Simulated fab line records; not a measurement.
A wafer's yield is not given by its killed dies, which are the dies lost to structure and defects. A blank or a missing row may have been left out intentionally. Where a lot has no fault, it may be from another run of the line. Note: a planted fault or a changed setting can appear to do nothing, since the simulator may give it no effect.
Which tool did it? / flow nand_harc / 36 wafers from 12 lots sampled at 6 of the route's 1302 steps

== WHAT THE GAUGES READ, wafer by wafer ==
NHARC_P_M2_CD_MEAS_09: the cd target is 170 nm.
lot=L574; measured=day 7 09:16; on=cd_sem-03; cd_nm (nm)=171.1 170.1 170.5
lot=L575; measured=day 7 13:38; on=cd_sem-01; cd_nm (nm)=171.1 170.5 170.0
lot=L576; measured=day 8 04:50; on=cd_sem-01; cd_nm (nm)=170.1 169.8 170.2
lot=L577; measured=day 8 12:43; on=cd_sem-02; cd_nm (nm)=170.6 169.9 170.1
lot=L578; measured=day 9 00:28; on=cd_sem-01; cd_nm (nm)=169.8 169.7 169.2
lot=L579; measured=day 9 14:08; on=cd_sem-03; cd_nm (nm)=171.1 170.5 170.9
lot=L587; measured=day 12 19:54; on=cd_sem-03; cd_nm (nm)=166.7 167.3 167.1 167.0 167.3 167.3
lot=L588; measured=day 13 07:40; on=cd_sem-01; cd_nm (nm)=167.9 167.7 167.6 168.4 167.7 167.7
lot=L590; measured=day 13 20:47; on=cd_sem-01; cd_nm (nm)=169.7 169.0 169.4
lot=L592; measured=day 14 12:20; on=cd_sem-02; cd_nm (nm)=170.0 169.5 169.8
lot=L595; measured=day 16 07:41; on=cd_sem-03; cd_nm (nm)=170.0 170.4 171.3
lot=L594; measured=day 16 08:37; on=cd_sem-01; cd_nm (nm)=169.5 170.6 169.4

NHARC_END_SORT_01.
lot=L587; measured=day 31 05:57; on=prober-01; defect_limited_yield (%)=91.9 91.7 91.7; killed_at_array=52 51 55; killed_at_other=0 1 0; killed_at_periphery=3 4 1; killed_dies=55 56 56; killed_open=1 3 3; killed_short=1 3 0
lot=L588; measured=day 31 06:49; on=prober-02; defect_limited_yield (%)=88.2 90.1; killed_at_array=78 59; killed_at_other=1 0; killed_at_periphery=1 8; killed_dies=80 67; killed_open=3 1; killed_short=4 2

== WHICH TOOL RAN EACH LOT (tool, then ch and the chambers of the sampled wafers, then the start) ==
lot=L574; NHARC_P_M1_DESCUM_14=rie_diel-02 ch 1,2,3, day 7 05:25; NHARC_P_M1_CMP_23=cmp-02 ch 2,3, day 7 07:32; NHARC_P_M1_PRE_CLEAN_32=pecvd-04 ch 0,1,2, day 7 08:04; NHARC_P_M2_PEB_07=litho_track-01 ch 0, day 7 09:11
lot=L575; NHARC_P_M1_DESCUM_14=rie_diel-02 ch 2,3, day 7 09:47; NHARC_P_M1_CMP_23=cmp-02 ch 1,2,3, day 7 11:58; NHARC_P_M1_PRE_CLEAN_32=pecvd-02 ch 1,2, day 7 12:25; NHARC_P_M2_PEB_07=litho_track-06 ch 0, day 7 13:33
lot=L576; NHARC_P_M1_DESCUM_14=rie_diel-02 ch 0,1,2, day 8 00:50; NHARC_P_M1_CMP_23=cmp-02 ch 1,2, day 8 02:58; NHARC_P_M1_PRE_CLEAN_32=pecvd-03 ch 1,2, day 8 03:31; NHARC_P_M2_PEB_07=litho_track-04 ch 0, day 8 04:46
lot=L577; NHARC_P_M1_DESCUM_14=rie_diel-06 ch 0,2,3, day 8 08:29; NHARC_P_M1_CMP_23=cmp-04 ch 0,3, day 8 10:50; NHARC_P_M1_PRE_CLEAN_32=pecvd-04 ch 0,2, day 8 11:23; NHARC_P_M2_PEB_07=litho_track-04 ch 0, day 8 12:38
lot=L578; NHARC_P_M1_DESCUM_14=rie_diel-02 ch 0,1,2, day 8 20:21; NHARC_P_M1_CMP_23=cmp-02 ch 0,1, day 8 22:27; NHARC_P_M1_PRE_CLEAN_32=pecvd-02 ch 0,1,2, day 8 22:59; NHARC_P_M2_PEB_07=litho_track-04 ch 0, day 9 00:23
lot=L579; NHARC_P_M1_DESCUM_14=rie_diel-02 ch 0,1,2, day 9 10:10; NHARC_P_M1_CMP_23=cmp-02 ch 1,2, day 9 12:16; NHARC_P_M1_PRE_CLEAN_32=pecvd-02 ch 0,1, day 9 12:50; NHARC_P_M2_PEB_07=litho_track-06 ch 0, day 9 14:03
lot=L587; NHARC_P_M1_DESCUM_14=rie_diel-06 ch 0,2, day 12 15:56; NHARC_P_M1_CMP_23=cmp-02 ch 1,2,3, day 12 18:05; NHARC_P_M1_PRE_CLEAN_32=pecvd-03 ch 0,1,2, day 12 18:35; NHARC_P_M2_PEB_07=litho_track-06 ch 0, day 12 19:49
lot=L588; NHARC_P_M1_DESCUM_14=rie_diel-06 ch 0,2, day 13 03:50; NHARC_P_M1_CMP_23=cmp-03 ch 0,2,3, day 13 05:55; NHARC_P_M1_PRE_CLEAN_32=pecvd-02 ch 1,2, day 13 06:29; NHARC_P_M2_PEB_07=litho_track-06 ch 0, day 13 07:35
lot=L590; NHARC_P_M1_DESCUM_14=rie_diel-02 ch 0,1,2, day 13 16:50; NHARC_P_M1_CMP_23=cmp-04 ch 0,2,3, day 13 18:58; NHARC_P_M1_PRE_CLEAN_32=pecvd-02 ch 0,1,2, day 13 19:29; NHARC_P_M2_PEB_07=litho_track-01 ch 0, day 13 20:43
lot=L592; NHARC_P_M1_DESCUM_14=rie_diel-02 ch 0,1,3, day 14 08:22; NHARC_P_M1_CMP_23=cmp-03 ch 0,1,3, day 14 10:29; NHARC_P_M1_PRE_CLEAN_32=pecvd-02 ch 0,1,2, day 14 11:01; NHARC_P_M2_PEB_07=litho_track-04 ch 0, day 14 12:16
lot=L595; NHARC_P_M1_DESCUM_14=rie_diel-06 ch 0,1, day 16 03:44; NHARC_P_M1_CMP_23=cmp-03 ch 0,2, day 16 05:50; NHARC_P_M1_PRE_CLEAN_32=pecvd-02 ch 0,2, day 16 06:23; NHARC_P_M2_PEB_07=litho_track-06 ch 0, day 16 07:37
lot=L594; NHARC_P_M1_DESCUM_14=rie_diel-05 ch 0,1,2, day 16 04:38; NHARC_P_M1_CMP_23=cmp-04 ch 0,1,3, day 16 06:44; NHARC_P_M1_PRE_CLEAN_32=pecvd-02 ch 0,1, day 16 07:16; NHARC_P_M2_PEB_07=litho_track-06 ch 0, day 16 08:32
- NHARC_P_M1_DESCUM_14: chemistry O2, time 3 s.
- NHARC_P_M1_CMP_23: polishes, t overpolish 20 s, target thk 157.82 nm.
- NHARC_P_M1_PRE_CLEAN_32: time 12 s.
- NHARC_P_M2_PEB_07: peb time 65 s.

== AS READ BY THE TOOLS THEMSELVES (means over the sampled wafers that have a number; for cases with no such wafer, the mark the record gives instead) ==
NHARC_P_M1_DESCUM_14.
lot=L574; tool=rie_diel-02; drypump_motor_current_A (A)=5.8; oes_product_au (a.u.)=0.992; rf_vpp_V (V)=56.9; showerhead_plenum_p_Torr (Torr)=1.91; throttle_valve_pct (%)=11.315
lot=L575; tool=rie_diel-02; drypump_motor_current_A (A)=6.1; oes_product_au (a.u.)=0.996; rf_vpp_V (V)=58.4; showerhead_plenum_p_Torr (Torr)=1.97; throttle_valve_pct (%)=11.310
lot=L576; tool=rie_diel-02; drypump_motor_current_A (A)=5.5; oes_product_au (a.u.)=1.003; rf_vpp_V (V)=56.9; showerhead_plenum_p_Torr (Torr)=1.86; throttle_valve_pct (%)=11.313
lot=L577; tool=rie_diel-06; drypump_motor_current_A (A)=5.5; oes_product_au (a.u.)=1.006; rf_vpp_V (V)=57.9; showerhead_plenum_p_Torr (Torr)=1.90; throttle_valve_pct (%)=11.309
lot=L578; tool=rie_diel-02; drypump_motor_current_A (A)=5.5; oes_product_au (a.u.)=0.999; rf_vpp_V (V)=57.4; showerhead_plenum_p_Torr (Torr)=1.86; throttle_valve_pct (%)=11.319
lot=L579; tool=rie_diel-02; drypump_motor_current_A (A)=5.5; oes_product_au (a.u.)=1.008; rf_vpp_V (V)=57.0; showerhead_plenum_p_Torr (Torr)=1.86; throttle_valve_pct (%)=11.312
lot=L587; tool=rie_diel-06; drypump_motor_current_A (A)=5.2; oes_product_au (a.u.)=1.000; rf_vpp_V (V)=57.2; showerhead_plenum_p_Torr (Torr)=1.85; throttle_valve_pct (%)=11.312
lot=L588; tool=rie_diel-06; drypump_motor_current_A (A)=5.2; oes_product_au (a.u.)=0.996; rf_vpp_V (V)=57.3; showerhead_plenum_p_Torr (Torr)=1.85; throttle_valve_pct (%)=11.308
lot=L590; tool=rie_diel-02; drypump_motor_current_A (A)=5.6; oes_product_au (a.u.)=0.997; rf_vpp_V (V)=57.3; showerhead_plenum_p_Torr (Torr)=1.86; throttle_valve_pct (%)=11.301
lot=L592; tool=rie_diel-02; drypump_motor_current_A (A)=5.7; oes_product_au (a.u.)=1.000; rf_vpp_V (V)=58.3; showerhead_plenum_p_Torr (Torr)=1.85; throttle_valve_pct (%)=11.310
lot=L595; tool=rie_diel-06; drypump_motor_current_A (A)=5.9; oes_product_au (a.u.)=1.001; rf_vpp_V (V)=57.2; showerhead_plenum_p_Torr (Torr)=1.82; throttle_valve_pct (%)=11.318
lot=L594; tool=rie_diel-05; drypump_motor_current_A (A)=6.2; oes_product_au (a.u.)=0.994; rf_vpp_V (V)=57.6; showerhead_plenum_p_Torr (Torr)=1.89; throttle_valve_pct (%)=11.306

NHARC_P_M1_CMP_23.
lot=L574; tool=cmp-02; edge_zone_pressure_frac=1.006; motor_current_A (A)=12.5; time_to_endpoint_s (s)=25.4
lot=L575; tool=cmp-02; edge_zone_pressure_frac=1.005; motor_current_A (A)=12.1; time_to_endpoint_s (s)=25.3
lot=L576; tool=cmp-02; edge_zone_pressure_frac=1.004; motor_current_A (A)=12.2; time_to_endpoint_s (s)=27.0
lot=L577; tool=cmp-04; edge_zone_pressure_frac=0.998; motor_current_A (A)=11.2; time_to_endpoint_s (s)=31.8
lot=L578; tool=cmp-02; edge_zone_pressure_frac=1.000; motor_current_A (A)=11.1; time_to_endpoint_s (s)=27.0
lot=L579; tool=cmp-02; edge_zone_pressure_frac=0.998; motor_current_A (A)=11.7; time_to_endpoint_s (s)=27.5
lot=L587; tool=cmp-02; edge_zone_pressure_frac=1.000; motor_current_A (A)=11.8; time_to_endpoint_s (s)=30.3
lot=L588; tool=cmp-03; edge_zone_pressure_frac=0.997; motor_current_A (A)=11.6; time_to_endpoint_s (s)=32.3
lot=L590; tool=cmp-04; edge_zone_pressure_frac=1.002; motor_current_A (A)=12.0; time_to_endpoint_s (s)=31.3
lot=L592; tool=cmp-03; edge_zone_pressure_frac=1.000; motor_current_A (A)=12.8; time_to_endpoint_s (s)=31.6
lot=L595; tool=cmp-03; edge_zone_pressure_frac=1.002; motor_current_A (A)=11.4; time_to_endpoint_s (s)=29.5
lot=L594; tool=cmp-04; edge_zone_pressure_frac=1.004; motor_current_A (A)=11.7; time_to_endpoint_s (s)=28.9

NHARC_P_M1_PRE_CLEAN_32.
lot=L574; tool=pecvd-04; heater_power_w (W)=672
lot=L575; tool=pecvd-02; heater_power_w (W)=535
lot=L576; tool=pecvd-03; heater_power_w (W)=602
lot=L577; tool=pecvd-04; heater_power_w (W)=698
lot=L578; tool=pecvd-02; heater_power_w (W)=610
lot=L579; tool=pecvd-02; heater_power_w (W)=615
lot=L587; tool=pecvd-03; heater_power_w (W)=629
lot=L588; tool=pecvd-02; heater_power_w (W)=525
lot=L590; tool=pecvd-02; heater_power_w (W)=582
lot=L592; tool=pecvd-02; heater_power_w (W)=547
lot=L595; tool=pecvd-02; heater_power_w (W)=586
lot=L594; tool=pecvd-02; heater_power_w (W)=629

NHARC_P_M2_PEB_07.
lot=L574; tool=litho_track-01; heater_power_total_W (W)=156.5
lot=L575; tool=litho_track-06; heater_power_total_W (W)=156.7
lot=L576; tool=litho_track-04; heater_power_total_W (W)=156.7
lot=L577; tool=litho_track-04; heater_power_total_W (W)=157.0
lot=L578; tool=litho_track-04; heater_power_total_W (W)=156.5
lot=L579; tool=litho_track-06; heater_power_total_W (W)=156.0
lot=L587; tool=litho_track-06; heater_power_total_W (W)=163.9
lot=L588; tool=litho_track-06; heater_power_total_W (W)=164.3
lot=L590; tool=litho_track-01; heater_power_total_W (W)=156.6
lot=L592; tool=litho_track-04; heater_power_total_W (W)=156.7
lot=L595; tool=litho_track-06; heater_power_total_W (W)=156.8
lot=L594; tool=litho_track-06; heater_power_total_W (W)=156.5

== THE ANSWER, worked out from the rows above alone ==
Rule: what is usual is taken from the lots themselves. Put in order of their means at a reading, lots are off if they are a third of the lots or fewer, leave a main group of 4 or more, and stand apart from it by a gap of 3 or more times the standard deviation of the main group's means; of several such gaps the widest counts. If all means in a main group match to the digits the tables above print for the reading, that group is not used. A lot without any number at a reading at which 4 lots or more have one is off too. Where the step has rows for the other lots, those lots are counted as sound. The gauges are gone through in route order, then the tools' own readings, and for those a lot's mean is taken as printed above. The first step at which some lot is off is used, and at that step the reading that is off furthest; a lot without a number counts as furthest.
Off, at NHARC_P_M2_CD_MEAS_09 on cd_nm: L587, L588. Mean 170.1 nm and standard deviation 0.47 in the main group.
If a tool, at a process step before that reading, ran all the lots that are off and no sound lot after the first of them, it fits. The gauges at NHARC_P_M2_CD_MEAS_09 aren't tried: what is off there is off at NHARC_P_M2_PEB_07 too, on other tools, and a gauge's error can't cause that. Not one of the candidates tried fits.

== WHAT WAS PUT IN BY THE SIMULATOR ==
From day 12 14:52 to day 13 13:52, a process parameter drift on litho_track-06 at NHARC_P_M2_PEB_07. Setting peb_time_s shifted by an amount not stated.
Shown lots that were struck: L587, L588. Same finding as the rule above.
